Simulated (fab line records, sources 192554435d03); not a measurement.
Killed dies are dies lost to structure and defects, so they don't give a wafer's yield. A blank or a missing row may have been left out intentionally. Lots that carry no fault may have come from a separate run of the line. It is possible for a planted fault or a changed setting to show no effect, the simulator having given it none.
Split-lot study    flow n5_finfet    7 lots, 21 wafers read, on a route of 1938 steps

## ON THE SPLIT
At N5_BEOL_M1_COAT_05 (resist thk 30 nm), the setting spin_rpm was moved away from the recipe's 1500 rpm on 4 of the 21 wafers read, by -4.3% to +3.1%. All remaining wafers had this setting at the recipe value.

## FROM THE SPLIT TO THE READING: what the file shows between them, 4 steps
- N5_BEOL_M1_EBR_07
- N5_BEOL_M1_SOFTBAKE_06: time 60 s
- N5_BEOL_M1_DESCUM_16: chemistry O2, time 7 s
- N5_BEOL_M1_ETCH_74: etches underlayer in N2/H2, target depth 6.5 nm, time 5.2 s

## THE READING
CAR-EUV_of_BEOL_M1_COAT_05.thk_nm (the simulator's own value, which no gauge read), in nm, at N5_BEOL_M1_ETCH_63 (etches SiARC in CF4, target depth 15.6 nm, time 26 s). There is no usual value for it anywhere in the file. Here, 17 wafers ran the recipe; their average is 11.2 nm with a standard deviation of 0.13 nm.

wafer   tool, chamber at the split  spin_rpm as run, rpm  against the recipe  CAR-EUV_of_BEOL_M1_COAT_05.thk_nm, nm  against lot-mates on the recipe
L080.1  litho_track-03, 0           1500                  recipe              11.2                                   -
L080.2  litho_track-03, 0           1500                  recipe              11                                     -
L080.3  litho_track-03, 0           1500                  recipe              11                                     -
L081.2  litho_track-04, 0           1500                  recipe              11.2                                   -
L081.5  litho_track-04, 0           1453                  -3.1%               11.6                                   +0.5
L081.6  litho_track-04, 0           1500                  recipe              11                                     -
L083.4  litho_track-01, 0           1500                  recipe              11.2                                   -
L083.5  litho_track-01, 0           1500                  recipe              11.2                                   -
L083.6  litho_track-01, 0           1450                  -3.3%               11.8                                   +0.6
L084.1  litho_track-04, 0           1500                  recipe              11                                     -
L084.4  litho_track-04, 0           1500                  recipe              11.2                                   -
L084.6  litho_track-04, 0           1435                  -4.3%               11.8                                   +0.7
L086.1  litho_track-04, 0           1500                  recipe              11.2                                   -
L086.3  litho_track-04, 0           1500                  recipe              11.2                                   -
L086.5  litho_track-04, 0           1500                  recipe              11.2                                   -
L093.2  litho_track-03, 0           1546                  +3.1%               10.4                                   -0.8
L093.3  litho_track-03, 0           1500                  recipe              11.2                                   -
L093.5  litho_track-03, 0           1500                  recipe              11.2                                   -
L095.3  litho_track-01, 0           1500                  recipe              11.4                                   -
L095.4  litho_track-01, 0           1500                  recipe              11.4                                   -
L095.6  litho_track-01, 0           1500                  recipe              11.4                                   -

FIT RESULTS
A straight line over all 21 wafers: CAR-EUV_of_BEOL_M1_COAT_05.thk_nm changes by -0.175 nm for each +1% of spin_rpm; r = -0.89; the points scatter about the line by 0.14 nm.
The same after taking each lot's own level away (the mean of its wafers on the recipe; 21 wafers): -0.188 nm for each +1%; r = -0.96; scatter 0.082 nm.
The reading moves by 0.81 nm for the largest change in spin_rpm, on that fit.
Measured against the standard deviation above, the lots' own levels, which go from 11.07 to 11.40 nm, span 2.6 times it.
Hence the lot-to-lot level has little effect on the slope; both slopes agree.
Check: with one of the wafers moved furthest among these (-4.3%) left out of the fit, the line predicts +0.85 nm for it against its lot-mates. Against them it came out at +0.7 nm.

## THESE WAFERS: OTHER SPLITS
These wafers also went through other splits before the reading. Each is held against what the fit with the lots' levels taken away leaves over:
other split on the same wafers         wafers away from the commonest value  r with CAR-EUV_of_BEOL_M1_COAT_05.thk_nm (lot level and that fit taken away)
N5_MOL_CONTACT_COAG_ETCH_106 source_w  9                                     +0.27
N5_BEOL_M0_SAQP_COAT_08 spin_rpm       8                                     +0.00
N5_BEOL_M0_CUTY_ETCH_63 source_w       6                                     +0.01
N5_BEOL_M1_ILD_DEP_00 time_s           7                                     -0.12

## THE WHOLE CHAIN: every reading that the file lists as answering this split, in the file's order
step                  what it does                                          reading                                                                             change (the file's fit)                r (the file's)
N5_BEOL_M1_COAT_05    resist thk 30 nm                                      CAR-EUV_of_BEOL_M1_COAT_05.thk_nm (the simulator's own value, which no gauge read)  -0.137 nm for each +1% of the setting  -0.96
N5_BEOL_M1_DESCUM_16  chemistry O2, time 7 s                                CAR-EUV_of_BEOL_M1_COAT_05.thk_nm (the simulator's own value, which no gauge read)  -0.172 nm for each +1% of the setting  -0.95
N5_BEOL_M1_ETCH_63    etches SiARC in CF4, target depth 15.6 nm, time 26 s  CAR-EUV_of_BEOL_M1_COAT_05.thk_nm (the simulator's own value, which no gauge read)  -0.184 nm for each +1% of the setting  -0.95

## FILE'S OWN FIT
CAR-EUV_of_BEOL_M1_COAT_05.thk_nm changes by -0.184 nm for each +1% of spin_rpm, r = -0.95.
